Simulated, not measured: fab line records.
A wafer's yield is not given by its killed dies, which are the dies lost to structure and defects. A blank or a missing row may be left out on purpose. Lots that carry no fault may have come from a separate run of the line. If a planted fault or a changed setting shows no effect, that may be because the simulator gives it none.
fab line records	flow n5_finfet
record: lots: 6	wafers: 18	last_day: 17
route steps=1938 shown HKMG_FIN@437 BEOL_M4@1111 PASSIVATION@1936
lots that met no fault: from a run of the same line without faults
start_h: hours from the record's first day to the start of the lot's first wafer shown	wait_h: time in hours since the lot's previous step	" as in the row above	L1.1+2: a row that stands for several wafers	- value missing, or start not given	* or withheld: withheld	< > ~ a bound
route shown NAME@n: a module of which the file shows steps, and the number in the route of the first	usual: mean and standard deviation over wafers with no fault	same: alike in all rows	chamber/n: place in a boat	sites: per-site readings	_std_site: standard deviation of those values	_edge_site: the outer-site mean with the inner-site mean subtracted	radius_mm: for every site, how far away it sits from the centre of the wafer	mask NAME#n: copy n	behind: tool/chamber where the wafer was last shaped	hold: why the lot was held/for how many hours/how that ended	device: the transistor (n, p or np) that didn't switch	end of line: at the end of the route, the tests of the same wafers	a step without rows: its recipe alone	killed: count of dies lost to structure and defects at first sort (not the wafer's yield)	map: the dies of a wafer, with x for killed, . for not killed, _ for no die there
set.NAME: the setting as run; set.NAME@STEP: as run at that earlier step	model.NAME: the simulator's own value behind a step, which no gauge read
lots at some steps of the route; a table a step, a row a wafer
services: the hour from which a tool's chamber was out of use, counted from the record's first day as start_h (under 0 if before that day), plus the number of hours and why
== steps ==
step: N5_HKMG_FIN_STRIP_34
recipe: chemistry: CF4	resist: SiARC	power_w: 300	bias_power_w: 75	pressure_mtorr: 50	cf4_flow_sccm: 150	rf_frequency_hz: 6e+07
step: N5_HKMG_FIN_ETCH_35
recipe: chemistry: N2/H2	target: SOC	target_depth_a: 2158	ion_energy_ev: 65	bias_w: 5	source_w: 3000	time_s: 243.4	pressure_mtorr: 30	n2_flow_sccm: 200	h2_flow_sccm: 200
step: N5_HKMG_FIN_STRIP_92
recipe: chemistry: N2/H2	material: SOC	time_s: 20	power_w: 500	temp_c: 40	pressure_mtorr: 50	rf_frequency_hz: 6e+07	bias_power_w: 8	h2_frac: 0.5	n2_flow_sccm: 300	h2_flow_sccm: 300
usual: chamber_pressure_mTorr: 50.00/0.048	drypump_motor_current_A: 5.9/0.47	oes_product_au: 0.78/0.064	rf_vpp_V: 54.3/0.79	showerhead_plenum_p_Torr: 3.36/0.08	throttle_valve_pct: 19.0/0.32
same: time_s: 20
lot.wafer	tool	chamber	start_h	wait_h	chamber_pressure_mTorr	drypump_motor_current_A	oes_product_au	rf_hours_counter_h	rf_vpp_V	showerhead_plenum_p_Torr	throttle_valve_pct
L312.2	rie_diel-01	0	79.54	0.1	50.01	5.9	0.75	135	55.1	3.24	19.3
L312.5	"	3	"	"	50.07	6.7	0.72	-	53.1	3.45	18.8
L312.6	"	2	"	"	50.03	5.6	0.80	-	54.0	3.28	19.4
L316.1	rie_diel-01	0	100.00	0.1	50.14	5.9	0.76	141	53.3	3.24	19.3
L316.2	"	2	"	"	50.05	5.6	0.80	79	53.8	3.27	19.4
L316.6	"	3	"	"	49.98	6.8	0.73	-	55.3	3.44	18.8
L321.2	rie_diel-01	3	132.71	0.1	50.04	6.7	0.70	213	55.2	3.44	18.8
L321.3	"	1	"	"	50.02	6.2	0.87	55	55.3	3.42	19.2
L321.6	"	1	"	"	49.93	6.2	0.86	-	54.5	3.42	19.2
L322.2	rie_diel-02	1	138.45	0.1	49.94	5.9	0.78	144	54.8	3.34	18.7
L322.3	"	2	"	"	49.99	6.6	0.76	160	53.8	3.49	19.4
L322.4	"	0	"	"	50.02	6.2	0.92	10	55.9	3.44	18.5
L324.2	rie_diel-04	2	150.50	0.1	50.03	6.0	0.80	86	54.7	3.39	18.9
L324.4	"	1	"	"	50.05	5.5	0.84	-	55.2	3.40	19.1
L324.6	"	0	"	"	49.95	5.3	0.73	-	54.4	3.34	18.8
L333.2	rie_diel-01	0	201.74	0.1	50.00	5.9	0.73	180	54.9	3.21	19.4
L333.3	"	2	"	"	49.97	5.6	0.76	117	53.8	3.25	19.5
L333.5	"	2	"	"	50.01	5.6	0.76	-	53.9	3.25	19.5
step: N5_HKMG_FIN_WET_ETCH_18
recipe: chemistry: SC1	target: TiN	mix: 1:1:5	temp_c: *	time_s: 55	target_depth_nm: 5.2	dry: ipa_marangoni	rinse_time_s: 30	rinse_temp_c: 23
step: N5_HKMG_FIN_STRIP_19
recipe: chemistry: N2/H2	power_w: 2500	temp_c: 300	h2_frac: 0.65	time_s: 360	pressure_mtorr: withheld	n2_flow_sccm: 1750	h2_flow_sccm: 3250
step: N5_HKMG_FIN_ALD_91
recipe: material: TiN	target_thk_a: 10	temp_c: 400	ald_precursor_family: TiCl4	ald_co_reactant: NH3	pulse_time_s: 1	purge_time_s: 3	co_reactant_purge_time_s: 2	co_reactant_pulse_time_s: 2	ald_cycles: 47	pressure_torr: 3
usual: heater_power_w: 940/97	precursor_pulse_height_rel: 1.000/0.019	susceptor_temp_C: 399.99/0.21
same: pulse_time_s: 1
lot.wafer	tool	chamber	start_h	wait_h	heater_power_w	precursor_pulse_height_rel	susceptor_temp_C
L312.2	ald_metal-03	3	80.28	0.3	1048	0.995	400.04
L312.5	"	3	"	"	1049	1.015	400.10
L312.6	"	0	"	"	864	0.998	399.53
L316.1	ald_metal-04	3	100.53	0.3	967	0.992	400.33
L316.2	"	2	"	"	892	0.976	399.84
L316.6	"	3	"	"	975	1.016	400.37
L321.2	ald_metal-03	1	133.26	0.3	856	1.010	400.31
L321.3	"	2	"	"	1069	1.027	399.89
L321.6	"	0	"	"	882	1.011	400.07
L322.2	ald_metal-03	0	138.98	0.3	876	1.022	399.82
L322.3	"	2	"	"	1093	1.011	400.02
L322.4	"	1	"	"	908	1.020	400.34
L324.2	ald_metal-04	2	151.03	0.3	861	1.030	399.69
L324.4	"	3	"	"	981	1.006	399.92
L324.6	"	0	"	"	766	0.991	399.78
L333.2	ald_metal-01	3	202.27	0.3	930	1.010	399.75
L333.3	"	1	"	"	939	0.997	400.14
L333.5	"	1	"	"	965	1.003	400.20
step: N5_HKMG_FIN_COAT_85
recipe: resist: SOC	temp_c: 250	time_s: 60	spin_rpm: 1500	resist_thk_nm: 300
step: N5_HKMG_FIN_ETCH_86
recipe: chemistry: N2/H2	target: SOC	target_depth_a: 3932	stop_on: TiN	ion_energy_ev: 100	bias_w: 61	pressure_mtorr: 30	source_w: 850	n2_flow_sccm: 200	h2_flow_sccm: 200
usual: chamber_pressure_mTorr: 30.002/0.027	drypump_motor_current_A: 5.8/0.44	oes_product_au: 0.76/0.058	rf_vpp_V: 240.7/1.1	showerhead_plenum_p_Torr: 2.55/0.056	throttle_valve_pct: 17.85/0.19
lot.wafer	tool	chamber	start_h	wait_h	chamber_pressure_mTorr	drypump_motor_current_A	oes_product_au	rf_hours_counter_h	rf_vpp_V	showerhead_plenum_p_Torr	throttle_valve_pct
L312.2	rie_diel-02	2	80.62	-	29.998	6.6	0.77	139	240.4	2.65	18.12
L312.5	"	0	"	"	29.967	6.2	0.68	-	242.6	2.61	18.00
L312.6	"	3	"	"	29.956	5.2	0.72	-	241.5	2.53	17.56
L316.1	rie_diel-04	2	100.89	-	29.989	6.0	0.82	68	241.4	2.57	17.50
L316.2	"	0	"	"	29.977	5.3	0.72	177	238.8	2.54	17.78
L316.6	"	0	"	"	30.014	5.3	0.72	-	239.7	2.54	17.78
L321.2	rie_diel-04	1	133.60	-	30.026	5.5	0.83	66	241.7	2.58	17.93
L321.3	"	3	"	"	30.033	5.6	0.68	238	241.9	2.60	17.98
L321.6	"	1	"	"	30.005	5.6	0.82	-	241.7	2.58	17.95
L322.2	rie_diel-04	2	139.32	-	30.027	6.0	0.80	81	242.8	2.57	17.52
L322.3	"	3	"	"	30.003	5.6	0.69	239	240.4	2.60	17.96
L322.4	"	0	"	"	30.007	5.3	0.71	190	241.2	2.53	17.79
L324.2	rie_diel-04	0	151.37	-	29.957	5.3	0.70	195	240.5	2.53	17.80
L324.4	"	2	"	"	30.005	6.0	0.80	-	240.3	2.57	17.53
L324.6	"	0	"	"	29.984	5.3	0.71	-	239.5	2.53	17.80
L333.2	rie_diel-01	0	202.61	-	30.001	5.9	0.73	180	238.8	2.43	17.83
L333.3	"	1	"	"	29.992	6.2	0.83	83	241.9	2.58	18.01
L333.5	"	0	"	"	30.016	5.9	0.73	-	238.6	2.43	17.82
step: N5_HKMG_FIN_STRIP_89
recipe: chemistry: N2/H2	material: SOC	time_s: 20	power_w: 500	temp_c: 40	pressure_mtorr: 50	rf_frequency_hz: 6e+07	bias_power_w: 8	h2_frac: 0.5	n2_flow_sccm: 300	h2_flow_sccm: 300
usual: chamber_pressure_mTorr: 50.00/0.047	drypump_motor_current_A: 5.8/0.44	oes_product_au: 0.77/0.06	rf_vpp_V: 54.3/0.88	showerhead_plenum_p_Torr: 3.37/0.071	throttle_valve_pct: 18.99/0.28
same: time_s: 20
lot.wafer	tool	chamber	start_h	wait_h	chamber_pressure_mTorr	drypump_motor_current_A	oes_product_au	rf_hours_counter_h	rf_vpp_V	showerhead_plenum_p_Torr	throttle_valve_pct
L312.2	rie_diel-02	2	80.68	0.0	50.07	6.6	0.79	139	53.6	3.50	19.39
L312.5	"	0	"	"	50.11	6.2	0.69	-	54.1	3.44	18.94
L312.6	"	3	"	"	49.98	5.2	0.74	-	53.7	3.35	18.65
L316.1	rie_diel-04	2	100.95	0.0	50.04	6.0	0.82	68	54.8	3.40	18.81
L316.2	"	0	"	"	49.99	5.3	0.74	177	54.3	3.35	18.77
L316.6	"	0	"	"	49.97	5.3	0.74	-	55.2	3.35	18.79
L321.2	rie_diel-04	1	133.66	0.0	49.96	5.6	0.85	66	53.0	3.41	19.10
L321.3	"	3	"	"	50.02	5.6	0.70	238	53.2	3.43	18.71
L321.6	"	1	"	"	50.02	5.6	0.85	-	55.1	3.41	19.09
L322.2	rie_diel-04	2	139.38	0.0	50.04	5.9	0.82	81	54.7	3.39	18.84
L322.3	"	3	"	"	49.98	5.6	0.70	239	54.8	3.43	18.74
L322.4	"	0	"	"	50.05	5.3	0.73	190	54.4	3.34	18.79
L324.2	rie_diel-04	0	151.43	0.0	50.03	5.3	0.71	195	53.7	3.34	18.81
L324.4	"	2	"	"	50.01	6.0	0.81	-	53.8	3.39	18.83
L324.6	"	0	"	"	50.02	5.3	0.72	-	55.7	3.34	18.80
L333.2	rie_diel-01	0	202.67	0.0	50.06	5.9	0.72	181	52.2	3.21	19.38
L333.3	"	1	"	"	50.02	6.2	0.84	83	52.7	3.41	19.24
L333.5	"	0	"	"	50.02	5.9	0.72	-	53.5	3.21	19.36
step: N5_HKMG_FIN_WET_ETCH_87
recipe: chemistry: SC1	target: TiN	mix: 1:2:40	temp_c: 50	time_s: 154.2	target_depth_nm: 4.7	dry: ipa_marangoni	rinse_time_s: 30	rinse_temp_c: 23
step: N5_HKMG_FIN_STRIP_88
recipe: chemistry: N2/H2	power_w: 2500	temp_c: 300	h2_frac: 0.65	time_s: 360	pressure_mtorr: withheld	n2_flow_sccm: 1750	h2_flow_sccm: 3250
usual: drypump_motor_current_A: 5.29/0.27	heater_power_w: 497/20
same: time_s: 360
lot.wafer	tool	chamber	start_h	wait_h	drypump_motor_current_A	heater_power_w	rf_hours_counter_h
L312.2	plasma_asher-02	0	80.88	0.0	5.00	480	78
L312.5	"	0	"	"	5.00	492	-
L312.6	"	1	"	"	5.13	509	-
L316.1	plasma_asher-01	0	101.14	0.0	5.46	473	41
L316.2	"	1	"	"	5.68	516	41
L316.6	"	0	"	"	5.47	462	-
L321.2	plasma_asher-02	0	133.85	0.0	4.97	505	86
L321.3	"	0	"	"	4.96	503	-
L321.6	"	0	"	"	4.94	488	-
L322.2	plasma_asher-02	0	139.57	0.0	5.00	474	88
L322.3	"	0	"	"	4.98	479	-
L322.4	"	1	"	"	5.15	505	-
L324.2	plasma_asher-02	1	151.62	0.0	5.14	518	90
L324.4	"	0	"	"	4.96	500	-
L324.6	"	1	"	"	5.14	521	-
L333.2	plasma_asher-02	0	202.86	0.0	4.95	489	100
L333.3	"	0	"	"	4.96	487	-
L333.5	"	1	"	"	5.15	502	-
step: N5_HKMG_FIN_NWFM_ALD_20
recipe: material: TiAlC	target_thk_a: 20	temp_c: 300	ald_precursor_family: TiCl4	ald_co_reactant: TEA	pulse_time_s: 3	purge_time_s: 2	co_reactant_purge_time_s: 2	co_reactant_pulse_time_s: 10	ald_cycles: 7	pressure_torr: 3
step: N5_HKMG_FIN_ALD_71
recipe: material: TiN	target_thk_a: 10	temp_c: 400	ald_precursor_family: TiCl4	ald_co_reactant: NH3	pulse_time_s: 1	purge_time_s: 3	co_reactant_purge_time_s: 2	co_reactant_pulse_time_s: 2	ald_cycles: 47	pressure_torr: 3
usual: heater_power_w: 943/81	precursor_pulse_height_rel: 1.000/0.019	susceptor_temp_C: 399.99/0.2
same: pulse_time_s: 1
lot.wafer	tool	chamber	start_h	wait_h	heater_power_w	precursor_pulse_height_rel	susceptor_temp_C
L312.2	ald_metal-04	2	81.36	0.0	882	1.027	400.49
L312.5	"	3	"	"	969	1.026	399.80
L312.6	"	2	"	"	874	0.995	400.05
L316.1	ald_metal-04	0	101.63	0.0	759	1.041	400.50
L316.2	"	1	"	"	1052	1.048	400.05
L316.6	"	0	"	"	768	1.022	400.33
L321.2	ald_metal-03	3	134.33	0.0	1184	1.008	415.54
L321.3	"	0	"	"	968	1.007	415.20
L321.6	"	1	"	"	1005	0.991	415.56
L322.2	ald_metal-01	3	140.05	0.0	938	1.017	399.65
L322.3	"	2	"	"	943	0.995	399.73
L322.4	"	1	"	"	935	1.016	400.16
L324.2	ald_metal-03	1	152.10	0.0	1001	0.989	415.23
L324.4	"	3	"	"	1163	0.973	415.57
L324.6	"	0	"	"	950	1.011	415.40
L333.2	ald_metal-04	3	203.34	0.0	982	1.021	400.00
L333.3	"	2	"	"	848	0.997	400.14
L333.5	"	1	"	"	1045	0.957	399.77
step: N5_HKMG_FIN_COAT_66
recipe: resist: SOC	temp_c: 250	time_s: 60	spin_rpm: 1500	resist_thk_nm: 300
step: N5_BEOL_M4_RC_MEAS_101
usual: DIBL_N: 36.1/1.6	DIBL_P: 35.8/2.1	IOFF_N: 0.16/0.031	IOFF_P: 0.21/0.034	ION_N: 673/12	ION_P: 461/7.2	SS_N: 71.4/0.59	SS_P: 73.3/0.63	VT_N: 250/3.1	VT_P: -250/3.3
lot.wafer	tool	chamber	start_h	wait_h	DIBL_N[mV/V]	DIBL_P[mV/V]	IOFF_N[nA/um]	IOFF_P[nA/um]	ION_N[uA/um]	ION_P[uA/um]	SS_N[mV/dec]	SS_P[mV/dec]	VT_N[mV]	VT_P[mV]
L312.2	prober-02	0	175.40	0.2	36.0	35.0	0.16	0.20	663	453	71.8	73.5	248	-251
L312.5	"	0	"	"	33.9	32.9	0.13	0.17	671	458	69.9	73.1	254	-253
L312.6	"	0	"	"	35.9	35.7	0.16	0.21	672	459	71.0	73.6	248	-253
L316.1	prober-02	0	200.75	0.0	35.2	36.3	0.16	0.21	680	465	71.5	73.5	250	-252
L316.2	"	0	"	"	35.7	36.7	0.17	0.20	670	459	70.6	74.7	251	-250
L316.6	"	0	"	"	37.3	38.2	0.19	0.22	686	461	72.3	74.0	247	-248
L321.2	prober-02	0	233.67	0.2	35.4	34.2	0.13	0.17	673	457	70.2	73.2	253	-254
L321.3	"	0	"	"	36.0	35.1	0.14	0.19	663	454	70.8	73.6	252	-249
L321.6	"	0	"	"	34.1	33.6	0.11	0.16	662	457	70.8	72.8	255	-253
L322.2	prober-01	0	235.11	0.2	35.3	36.0	0.15	0.18	667	459	70.9	73.3	252	-253
L322.3	"	0	"	"	33.1	32.4	0.11	0.14	661	449	70.6	72.2	254	-256
L322.4	"	0	"	"	36.2	36.8	0.15	0.19	670	457	70.8	72.1	251	-255
L324.2	prober-01	0	250.93	0.2	34.7	33.3	0.13	0.17	663	451	71.2	72.7	251	-255
L324.4	"	0	"	"	33.9	32.5	0.13	0.16	677	461	70.8	72.7	249	-252
L324.6	"	0	"	"	35.7	35.2	0.16	0.21	687	476	71.6	73.3	248	-249
L333.2	prober-01	0	300.90	0.2	38.9	38.0	0.21	0.25	684	459	73.1	74.4	248	-248
L333.3	"	0	"	"	34.0	32.3	0.12	0.17	672	463	70.8	72.6	253	-252
L333.5	"	0	"	"	36.3	35.1	0.16	0.22	683	473	71.6	73.3	250	-249
step: N5_PASSIVATION_PROBE_49
usual: defect_limited_yield: 91.0/1.5	killed_at_M0_to_M3: 35/11	killed_at_M4_up: 13/6	killed_at_contacts: 14/6.5	killed_at_front_end: 40/12	killed_at_other: 4/3.4	killed_dies: 106/18	killed_open: 68/14	killed_short: 35/7.7	sort_bin_5_function: 5.2/0.98	sort_bin_6_memory: 3.4/0.72	sort_n_pass: 1074/18	sort_yield_pct: 91.0/1.5
same: gross_dies: 1180	killed_at_back_side: 0	sort_bin_4_leakage[%]: 0	sort_bin_8_speed[%]: 0
lot.wafer	tool	chamber	start_h	wait_h	defect_limited_yield[%]	killed_at_M0_to_M3	killed_at_M4_up	killed_at_contacts	killed_at_front_end	killed_at_other	killed_dies	killed_open	killed_short	sort_bin_5_function[%]	sort_bin_6_memory[%]	sort_n_pass	sort_yield_pct[%]
L324.6	prober-01	-	357.32	0.3	93.0	21	11	18	28	5	83	50	32	4.3	2.7	1097	93.0
killed by level:class
L324.6 MOL_CONTACT_COAG:geometric_particle:open=15 GATE_CUT:geometric_particle:short=9 FIN_SAQP:geometric_particle:short=5 BEOL_M0:geometric_particle:open=5 BEOL_M4:geometric_particle:open=4 MIM_TOP_ETCH:geometric_particle:short=4 FIN_SAQP:geometric_particle:open=3 MOL_CONTACT_COAG:geometric_particle:short=3
== services ==
tool	chamber	start_h	hours	kind
rie_diel-02	1	60.94	12.0	repair
rie_diel-01	1	68.06	6.8	repair
plasma_asher-01	-	81.45	1.4	repair
rie_diel-02	0	91.12	-	clean
rie_diel-02	0	91.12	-	consumable_replace:focus_ring
rie_diel-02	0	91.12	16.2	scheduled_down
rie_diel-02	0	91.12	16.2	vent_cycle
rie_diel-01	1	98.46	4.6	repair
ald_metal-04	-	113.79	0.5	repair
ald_metal-01	-	119.87	6.0	pm
plasma_asher-01	-	131.10	4.4	repair
ald_metal-03	-	143.59	0.7	repair
rie_diel-04	3	149.90	3.7	repair
rie_diel-02	2	165.11	1.6	repair
rie_diel-02	1	169.68	5.5	repair
rie_diel-04	3	174.05	-	clean
rie_diel-04	3	174.05	-	consumable_replace:focus_ring
rie_diel-04	3	174.05	32.0	scheduled_down
rie_diel-04	3	174.05	32.0	vent_cycle
rie_diel-02	-	176.27	14.6	pm
plasma_asher-01	-	177.47	2.0	repair
rie_diel-04	0	192.97	14.7	repair
== key ==
first_sign: step: N5_HKMG_FIN_ALD_71	reading: susceptor_temp_C	direction: up	sigmas: 76	usual: *	struck: *
effect none on later readings
met_at N5_HKMG_FIN_ALD_71
struck_wafers L321.2,L321.3,L321.6,L324.2,L324.4,L324.6
baseline_loss: step: N5_HKMG_FIN_ETCH_86	wafers: L321.6
fault: kind: process_parameter_drift	tool: ald_metal-03	chamber: -	onset_h: 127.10	steps: N5_HKMG_FIN_ALD_71	channel: temp_c	offset: *	shape: step	end_h: 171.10	acts_in: *	stated: *
baseline_loss: these wafers lose ten dies or more at that step, a loss of the line's own and not of a fault; the sort's usual values leave them out
